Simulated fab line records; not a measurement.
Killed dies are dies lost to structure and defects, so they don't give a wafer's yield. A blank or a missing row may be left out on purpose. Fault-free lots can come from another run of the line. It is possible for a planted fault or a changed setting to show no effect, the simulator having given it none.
Chamber matching ; flow nandHarc ; NHARC_A_WL_FILL_ETCHBACK_26 on rieSi-06: 4 sister chambers
The step etches the open film in HBr, target depth 52 nm, time 13.3 s. 4 wafers are shown with their chamber, then 7 later ones without.

WAFERS, EACH WITH ITS CHAMBER
wafer;chamber;drypumpMotorCurrentA (A)
L090.2;0;6.3
L090.5;2;6.0
L091.1;1;5.3
L091.3;3;5.8

WAFERS WHOSE CHAMBER IS MISSING
wafer;drypumpMotorCurrentA (A)
L091.5;6.0
L097.3;5.9
L097.4;5.9
L097.6;5.9
L096.2;5.4
L096.3;5.9
L096.6;6.2

THE CHAMBER EACH PASSED THROUGH
wafer;from the rows above;in truth
L091.5;2;2
L097.3;can't be placed: 2 or 3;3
L097.4;can't be placed: 2 or 3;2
L097.6;can't be placed: 2 or 3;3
L096.2;1;1
L096.3;can't be placed: 2 or 3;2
L096.6;can't be placed: 0 or 2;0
2 of 7 placed correctly. These rows do not allow placing 5 (true chamber among the candidates in 5). Placed wrongly: 0.
How it was worked out, from the rows above alone: a wafer's distance from a chamber is the root of the sum, over the readings, of the square of ((its reading less the chamber's mean) divided by the reading's scatter). The wafer belongs to the nearest chamber; if the next one is less than 2 further off, it can't be placed. Each chamber's mean is taken over the wafers shown for it. The scatter: with one shown wafer a chamber, the root of the mean of the squares of how far each hidden wafer lies from its nearest shown one.
